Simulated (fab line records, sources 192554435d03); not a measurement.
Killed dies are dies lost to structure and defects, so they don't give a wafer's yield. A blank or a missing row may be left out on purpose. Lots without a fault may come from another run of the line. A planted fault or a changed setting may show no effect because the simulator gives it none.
fab line records | flow n5_finfet
record lots=7 wafers=39
route steps=1938 shown BEOL_M14@1749 TV_OPEN@1887
start_h: hours from the record's first day to the start of the lot's first wafer shown | wait_h: hours since the lot's step before | " the same as in the row above | L1.1+2: a row that stands for several wafers | - no value, or no start given | * or withheld: withheld | < > ~ a bound
route shown NAME@n: a module of which the file shows steps, and the number in the route of the first | usual: mean/standard deviation of fault-free wafers | same: alike in all rows | chamber/n: place in a boat | sites: the reading at each site | _std_site: their standard deviation | _edge_site: outer sites' mean less inner sites' | radius_mm: how far each site lies from the wafer's centre | mask NAME#n: copy n | behind: the tool/chamber that last shaped the wafer | hold: why the lot was held/for how many hours/how that ended | device: the transistor (n, p or np) that didn't switch | end of line: the same wafers' tests at the end of the route | a step without rows: its recipe alone | killed: dies lost to structure and defects at the first sort, not the wafer's yield | map: a wafer's dies, x killed, . not, _ none there
set.NAME: the setting as run; set.NAME@STEP: as run at that earlier step | model.NAME: the simulator's own value behind a step, which no gauge read
lots whose settings were changed on purpose; a table a step, a row a wafer
## steps
# step N5_BEOL_M14_DESCUM_33
# recipe chemistry=O2 time_s=7.9 source_power_w=50 bias_power_w=20 pressure_mtorr=20 rf_frequency_hz=2.712e+07 temp_c=40 o2_flow_sccm=225
# columns lot.wafer tool chamber start_h wait_h set.time_s model.coat_of_BEOL_M14_COAT_22.thk_nm
L079.2+3 rie_diel-05 3,0 277.07 0.1 7.9 282.4
L079.5 " 0 " " 7.9 283
L083.1 rie_diel-05 1 296.46 0.0 7.9 281.4
L083.2 " 3 " " 3.487 283.2
L083.3 " 2 " " 7.9 281.2
L083.4 " 0 " " 3.487 283.6
L083.5 " 1 " " 3.487 283.8
L083.6 " 2 " " 7.9 282
L085.1 rie_diel-05 2 308.20 0.1 5.366 284.4
L085.2 " 3 " " 7.9 284.2
L085.3 " 1 " " 5.366 285.2
L085.4 " 0 " " 5.366 284.8
L085.5+6 " 3,2 " " 7.9 283.4
L084.1+3 rie_diel-02 2,0 308.72 0.2 7.9 284
L084.2+6 " 3,1 " " 7.9 283.6
L084.4 " 1 " " 7.9 283.8
L084.5 " 2 " " 7.9 283.2
L088.1 rie_diel-01 3 338.09 0.2 11.54 281.2
L088.2 " 0 " " 7.9 283
L088.3 " 1 " " 7.9 282
L088.4 " 2 " " 11.54 281
L088.5 " 0 " " 11.54 280.4
L088.6 " 1 " " 7.9 282.6
L087.1 rie_diel-02 0 340.55 0.2 7.9 282.8
L087.2+3+4 " 3,1,2 " " 7.9 282.6
L087.5 " 3 " " 7.9 283.2
L087.6 " 0 " " 7.9 282.2
L092.1+5 rie_diel-02 1,2 357.01 1.2 7.9 282.8
L092.2 " 3 " " 7.9 283.2
L092.3 " 0 " " 7.9 283.4
L092.4 " 2 " " 7.9 282.6
L092.6 " 1 " " 7.9 283.6
# step N5_BEOL_M14_ETCH_67
# recipe chemistry=CF4 target=SiARC target_depth_a=1430 time_s=238.3 ion_energy_ev=80 pressure_mtorr=40 source_w=545 bias_w=36 Ar_flow_sccm=100 cf4_flow_sccm=100 ends=cleared
# columns lot.wafer tool chamber start_h wait_h set.time_s@BEOL_M14_DESCUM_33 model.coat_of_BEOL_M14_COAT_22.thk_nm
L079.2 rie_diel-05 3 277.10 0.0 7.9 210.8
L079.3 " 0 " " 7.9 210.6
L079.5 " 0 " " 7.9 211.2
L083.1 rie_diel-05 1 296.50 0.0 7.9 210.2
L083.2 " 3 " " 3.487 211.8
L083.3 " 2 " " 7.9 209.8
L083.4 " 0 " " 3.487 212.4
L083.5 " 1 " " 3.487 212.6
L083.6 " 2 " " 7.9 210.8
L085.1 rie_diel-05 2 308.23 0.0 5.366 212.4
L085.2 " 3 " " 7.9 212.4
L085.3 " 1 " " 5.366 213.4
L085.4 " 0 " " 5.366 212.8
L085.5 " 3 " " 7.9 211.8
L085.6 " 2 " " 7.9 211.4
L084.1+2 rie_diel-02 2,3 308.76 0.0 7.9 211.8
L084.3+4 " 0,1 " " 7.9 212
L084.5 " 2 " " 7.9 211.4
L084.6 " 1 " " 7.9 211.6
L088.1 rie_diel-01 3 338.12 0.0 11.54 209.6
L088.2 " 0 " " 7.9 211.2
L088.3 " 1 " " 7.9 210.4
L088.4 " 2 " " 11.54 209.2
L088.5 " 0 " " 11.54 208.6
L088.6 " 1 " " 7.9 210.8
L087.1 rie_diel-02 0 340.58 0.0 7.9 211.2
L087.2+3 " 3,1 " " 7.9 210.8
L087.4 " 2 " " 7.9 211
L087.5 " 3 " " 7.9 211.4
L087.6 " 0 " " 7.9 210.6
L092.1+4 rie_diel-02 1,2 357.05 0.0 7.9 211
L092.2+6 " 3,1 " " 7.9 211.6
L092.3 " 0 " " 7.9 211.8
L092.5 " 2 " " 7.9 211.2
# step N5_PASSIVATION_PASS_ETCH_74
# recipe chemistry=CF4/O2 target=SiNx target_depth_a=2200 time_s=110 ion_energy_ev=100 pressure_mtorr=40 source_w=535 bias_w=49 Ar_flow_sccm=100 cf4_flow_sccm=100 O2_flow_sccm=10
# columns lot.wafer tool chamber start_h wait_h set.target_depth_a model.etch.depth_nm model.TV_OPEN.cd_offset_nm
L079.2 rie_diel-06 2 299.31 0.0 2200 225.6 -0.6
L079.3 " 0 " " 2200 218.1 -0.6
L079.5 " 1 " " 2200 217.8 0.4
L083.1 rie_diel-03 2 320.78 0.0 2200 230.5 -0.8
L083.2 " 3 " " 1728 180 2
L083.3 " 0 " " 2200 229 -0.2
L083.4 " 3 " " 2200 228 0
L083.5 " 0 " " 1728 180.8 2
L083.6 " 2 " " 1728 181.1 1
L085.1 rie_diel-04 2 325.18 0.0 2200 223.4 -0.2
L085.2 " 0 " " 2200 224.1 0.2
L085.3 " 1 " " 2200 224.1 -0.6
L085.4 " 3 " " 2200 220.2 -0.2
L085.5 " 3 " " 2200 221.6 0
L085.6 " 2 " " 2200 223.7 0
L084.1 rie_diel-04 0 325.70 0.0 2200 223.4 -0.6
L084.2 " 1 " " 2200 223.4 -0.8
L084.3 " 2 " " 2200 221.6 -0.4
L084.4 " 3 " " 2200 220 -0.2
L084.5 " 1 " " 2200 224.1 -0.8
L084.6 " 0 " " 2200 223.3 -0.2
L088.1 rie_diel-04 1 361.68 0.0 2200 223 -0.2
L088.2 " 3 " " 2200 220.7 0.4
L088.3 " 0 " " 2200 222.7 -0.4
L088.4 " 2 " " 2200 223.6 0.2
L088.5 " 1 " " 2200 222.2 -0.2
L088.6 " 0 " " 2200 221.7 0
L087.1 rie_diel-03 2 362.24 0.0 2200 228.2 -0.4
L087.2 " 0 " " 2200 227.6 -0.4
L087.3 " 1 " " 2200 214.8 0.2
L087.4 " 3 " " 2200 225.7 0.2
L087.5 " 0 " " 2200 225.1 -0.4
L087.6 " 1 " " 2200 216.9 0.2
L092.1 rie_diel-03 2 372.65 0.0 2723 283.7 -2.8
L092.2 " 3 " " 2200 227 0.4
L092.3 " 0 " " 2723 283.4 -2.6
L092.4 " 1 " " 2200 215.7 0.4
L092.5 " 1 " " 2200 215.8 0.4
L092.6 " 2 " " 2723 284.1 -2.6
## key
split step=N5_BEOL_M14_DESCUM_33 setting=time_s stated=7.9 by=wafer
response step=N5_BEOL_M14_DESCUM_33 reading=model.coat_of_BEOL_M14_COAT_22.thk_nm change=-0.0359 per=1% r=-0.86
response step=N5_BEOL_M14_ETCH_67 reading=model.coat_of_BEOL_M14_COAT_22.thk_nm change=-0.0352 per=1% r=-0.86
split step=N5_PASSIVATION_PASS_ETCH_74 setting=target_depth_a stated=2200 by=wafer
response step=N5_PASSIVATION_PASS_ETCH_74 reading=model.etch.depth_nm change=+2.5 per=1% r=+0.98
response step=N5_PASSIVATION_PASS_ETCH_74 reading=model.TV_OPEN.cd_offset_nm change=-0.113 per=1% r=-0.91
